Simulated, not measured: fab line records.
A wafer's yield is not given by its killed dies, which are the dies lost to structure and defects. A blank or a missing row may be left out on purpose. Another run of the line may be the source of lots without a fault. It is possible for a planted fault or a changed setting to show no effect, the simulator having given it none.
Lot-split experiment ; flow n5_finfet ; on a route of 1938 steps: 7 lots, 39 wafers read

THE SPLIT ITSELF
At N5_DUMMY_GATE_ETCH_31 (etches SiO2 in C4F6/O2, target depth 82.5 nm, time 27.5 s), the setting target_depth_a was moved away from the recipe's 825 angstrom on 15 of the 39 wafers read, by -7.2% to +12.4%. For the rest of the wafers, this setting stayed at what the recipe calls for.

The reading is taken at the split's own step.

THE READING
SOC_of_DUMMY_GATE_COAT_34.thk_nm (the simulator's own value, which no gauge read), in nm, at N5_DUMMY_GATE_ETCH_31 (etches SiO2 in C4F6/O2, target depth 82.5 nm, time 27.5 s). There is no usual value for it anywhere in the file. The 24 wafers here that ran the recipe average 51.9 nm, standard deviation 0.26 nm.

wafer;tool, chamber at the split;target_depth_a as run, angstrom;against the recipe;SOC_of_DUMMY_GATE_COAT_34.thk_nm, nm;against lot-mates on the recipe
L074.1;rie_diel-03, 1;825;recipe;52.4;-
L074.2;rie_diel-03, 3;825;recipe;52;-
L074.3;rie_diel-03, 2;922.5;+11.8%;51;-1.2
L074.4;rie_diel-03, 0;922.5;+11.8%;51;-1.2
L074.5;rie_diel-03, 2;922.5;+11.8%;50.8;-1.4
L074.6;rie_diel-03, 1;825;recipe;52.2;-
L075.1;rie_diel-03, 3;901;+9.2%;51;-1.0
L075.2;rie_diel-03, 1;825;recipe;52.2;-
L075.3;rie_diel-03, 0;825;recipe;51.8;-
L075.4;rie_diel-03, 2;901;+9.2%;51;-1.0
L075.5;rie_diel-03, 2;901;+9.2%;50.8;-1.2
L075.6;rie_diel-03, 3;825;recipe;52;-
L078.1;rie_diel-02, 2;777.3;-5.8%;52.2;+0.5
L078.2;rie_diel-02, 1;825;recipe;51.6;-
L078.3;rie_diel-02, 0;777.3;-5.8%;52.2;+0.5
L078.4;rie_diel-02, 3;825;recipe;52;-
L078.5;rie_diel-02, 2;777.3;-5.8%;52;+0.3
L078.6;rie_diel-02, 1;825;recipe;51.6;-
L079.1;rie_diel-03, 3;766;-7.2%;52.4;+0.7
L079.2;rie_diel-03, 2;766;-7.2%;52.2;+0.5
L079.3;rie_diel-03, 0;825;recipe;51.6;-
L079.4;rie_diel-03, 0;825;recipe;51.8;-
L079.5;rie_diel-03, 2;766;-7.2%;52.2;+0.5
L079.6;rie_diel-03, 3;825;recipe;51.8;-
L082.1;rie_diel-02, 3;825;recipe;52.2;-
L082.2;rie_diel-02, 2;927.5;+12.4%;51;-0.9
L082.3;rie_diel-02, 0;927.5;+12.4%;50.8;-1.1
L082.4;rie_diel-02, 1;825;recipe;51.8;-
L082.5;rie_diel-02, 1;825;recipe;51.8;-
L082.6;rie_diel-02, 2;927.5;+12.4%;50.8;-1.1
L084.1;rie_diel-06, 0;825;recipe;52.2;-
L084.2;rie_diel-06, 1;825;recipe;51.6;-
L084.3;rie_diel-06, 3;825;recipe;51.6;-
L084.4;rie_diel-06, 0;825;recipe;52.2;-
L084.5;rie_diel-06, 3;825;recipe;51.4;-
L084.6;rie_diel-06, 1;825;recipe;51.8;-
L093.1;rie_diel-03, 2;825;recipe;51.8;-
L093.2;rie_diel-03, 1;825;recipe;52;-
L093.6;rie_diel-03, 1;825;recipe;52.2;-

FIT RESULTS
A straight line over all 39 wafers: SOC_of_DUMMY_GATE_COAT_34.thk_nm changes by -0.0775 nm for each +1% of target_depth_a; r = -0.89; the points scatter about the line by 0.24 nm.
The same after taking each lot's own level away (the mean of its wafers on the recipe; 39 wafers): -0.0934 nm for each +1%; r = -0.94; scatter 0.2 nm.
On that fit, the largest move of target_depth_a shifts the reading by 1.2 nm.
The lots' own levels span 51.73 to 52.20 nm, that is 1.8 times the standard deviation above.
Hence the slope depends on the lot-to-lot level, as the two fits are not the same.
Check: with one of the wafers moved furthest among these (+12.4%) left out of the fit, the line predicts -1.24 nm for it against its lot-mates. It came out at -0.933 nm against them.

ADDITIONAL SPLITS CARRIED BY THESE WAFERS
Other splits were also applied to these wafers ahead of the reading. Each is held against what the fit with the lots' levels taken away leaves over:
other split on the same wafers;wafers away from the commonest value;r with SOC_of_DUMMY_GATE_COAT_34.thk_nm (lot level and that fit taken away)
N5_DUMMY_GATE_EXPOSE_12 dose_mj;15;+0.03

THE WHOLE CHAIN: every reading that the file lists as answering this split, in the file's order
step;what it does;reading;change (the file's fit);r (the file's)
N5_DUMMY_GATE_ETCH_31;etches SiO2 in C4F6/O2, target depth 82.5 nm, time 27.5 s;etch.depth_nm (the simulator's own value, which no gauge read);+0.871 nm for each +1% of the setting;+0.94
N5_DUMMY_GATE_ETCH_31;etches SiO2 in C4F6/O2, target depth 82.5 nm, time 27.5 s;SOC_of_DUMMY_GATE_COAT_34.thk_nm (the simulator's own value, which no gauge read);-0.0953 nm for each +1% of the setting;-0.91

FILE'S OWN FIT
SOC_of_DUMMY_GATE_COAT_34.thk_nm changes by -0.0953 nm for each +1% of target_depth_a, r = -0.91.
